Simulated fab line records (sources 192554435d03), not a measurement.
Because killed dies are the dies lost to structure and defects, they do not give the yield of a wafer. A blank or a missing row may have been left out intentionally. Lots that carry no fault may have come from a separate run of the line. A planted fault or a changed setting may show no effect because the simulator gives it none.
Chamber matching + flow n5 finfet + N5_BEOL_M1_PRE_CLEAN_60 on cvd co-01 has 3 sister chambers
The step time 15 s. 6 wafers are shown with their chamber, then 11 later ones without.

## WAFERS PAIRED WITH THEIR CHAMBERS
| wafer  | chamber | heater power w (W) |
|--------|---------|--------------------|
| L083.5 | 0       | 62                 |
| L083.6 | 1       | 77                 |
| L089.4 | 0       | 62                 |
| L089.5 | 2       | 78                 |
| L089.6 | 1       | 77                 |
| L092.2 | 2       | 77                 |

## WAFERS MISSING THEIR CHAMBER
| wafer  | heater power w (W) |
|--------|--------------------|
| L092.3 | 80                 |
| L092.6 | 79                 |
| L093.2 | 62                 |
| L093.3 | 79                 |
| L093.5 | 78                 |
| L094.1 | 77                 |
| L094.5 | 78                 |
| L094.6 | 76                 |
| L095.1 | 63                 |
| L095.4 | 77                 |
| L095.5 | 64                 |

## THE CHAMBER EACH PASSED THROUGH
| wafer  | from the rows above     | in truth |
|--------|-------------------------|----------|
| L092.3 | can't be placed: 2 or 1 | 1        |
| L092.6 | can't be placed: 2 or 1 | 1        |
| L093.2 | 0                       | 0        |
| L093.3 | can't be placed: 2 or 1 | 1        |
| L093.5 | can't be placed: 2 or 1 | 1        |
| L094.1 | can't be placed: 1 or 2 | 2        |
| L094.5 | can't be placed: 2 or 1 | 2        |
| L094.6 | can't be placed: 1 or 2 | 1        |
| L095.1 | 0                       | 0        |
| L095.4 | can't be placed: 1 or 2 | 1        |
| L095.5 | 0                       | 0        |
Correct placement for 3 of the 11. Not placeable from these rows: 8 (in 8, the candidates include the true chamber). Wrongly placed: 0.
How it was worked out, from the rows above alone: a wafer's distance from a chamber is the root of the sum, over the readings, of the square of ((its reading less the chamber's mean) divided by the reading's scatter). If the next closest chamber is less than 2 further off than the closest, the wafer can't be placed; otherwise it belongs to the closest. Each chamber's mean is taken over the wafers shown for it. The scatter: take each reading less its chamber's mean, square it, sum over the shown wafers, divide by the number of wafers less the number of chambers, and take the root.
